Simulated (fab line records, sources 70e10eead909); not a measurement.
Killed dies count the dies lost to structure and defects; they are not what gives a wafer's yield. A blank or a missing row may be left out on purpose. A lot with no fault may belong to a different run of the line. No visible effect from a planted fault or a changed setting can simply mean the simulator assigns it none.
Chamber matching -- flow nand_harc -- NHARC_P_BONDPAD_ETCH_12 on rie_diel-01: 4 sister chambers
The step etches the open film in CHF3/O2, target depth 200 nm, time 100 s. 8 wafers are shown with their chamber, then 7 later ones without.

== WAFERS WITH THEIR CHAMBER ==
wafer,chamber,drypump_motor_current_A (A),rf_vpp_V (V)
L353.3,0,5.95,374.4
L354.6,2,5.97,372.3
L355.2,1,6.41,369.2
L367.1,3,6.04,369.8
L367.3,0,5.92,373.9
L367.4,2,5.96,372.2
L371.2,1,6.38,367.9
L371.5,3,6.05,369.7

== WAFERS WHOSE CHAMBER IS MISSING ==
wafer,drypump_motor_current_A (A),rf_vpp_V (V)
L371.6,5.88,373.7
L374.3,6.07,369.5
L374.4,5.95,374.7
L374.6,5.97,371.7
L375.2,6.07,370.3
L375.3,6.41,365.8
L375.5,5.88,374.2

== THE CHAMBER EACH PASSED THROUGH ==
wafer,from the rows above,in truth
L371.6,0,0
L374.3,3,3
L374.4,0,0
L374.6,2,2
L375.2,3,3
L375.3,1,1
L375.5,0,0
Correctly placed: 7 of 7. Number that these rows cannot place: 0. 0 placed wrongly.
How it was worked out, from the rows above alone: a wafer's distance from a chamber is the root of the sum, over the readings, of the square of ((its reading less the chamber's mean) divided by the reading's scatter). If the next closest chamber is less than 2 further off than the closest, the wafer can't be placed; otherwise it belongs to the closest. A chamber's mean is the mean of its shown wafers. The scatter: take each reading less its chamber's mean, square it, sum over the shown wafers, divide by the number of wafers less the number of chambers, and take the root.
